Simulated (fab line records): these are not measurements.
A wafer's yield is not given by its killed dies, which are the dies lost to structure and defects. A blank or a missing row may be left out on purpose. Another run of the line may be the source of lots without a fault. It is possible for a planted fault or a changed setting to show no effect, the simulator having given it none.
Matching of chambers -- flow n5-finfet -- 4 sister chambers for N5_FIN_SAQP_HM_OPEN_73 on rie-diel-05
The step chemistry CHF3/O2, target SiO2, stops on a-Si, target depth 12 nm, time 16.8 s. 4 wafers are shown with their chamber, then 7 later ones without.

WAFERS PAIRED WITH THEIR CHAMBERS
wafer,chamber,rf-vpp-V (V)
L082.2,1,552
L083.2,2,543
L086.3,3,563
L086.4,0,518

WAFERS MISSING THEIR CHAMBER
wafer,rf-vpp-V (V)
L086.5,519
L087.2,519
L087.4,544
L087.5,564
L088.1,544
L088.2,552
L088.3,563

CHAMBER TAKEN BY EACH
wafer,from the rows above,in truth
L086.5,0,0
L087.2,0,0
L087.4,2,2
L087.5,3,3
L088.1,2,2
L088.2,1,1
L088.3,3,3
Correctly placed: 7 of 7. From these rows, 0 cannot be placed. Wrongly placed: 0.
How it was worked out, from the rows above alone: a wafer's distance from a chamber is the root of the sum, over the readings, of the square of ((its reading less the chamber's mean) divided by the reading's scatter). If the next closest chamber is less than 2 further off than the closest, the wafer can't be placed; otherwise it belongs to the closest. The mean given for a chamber averages the wafers shown for that chamber. The scatter: root of mean squared gap, hidden wafer to nearest shown wafer, with one shown wafer a chamber.
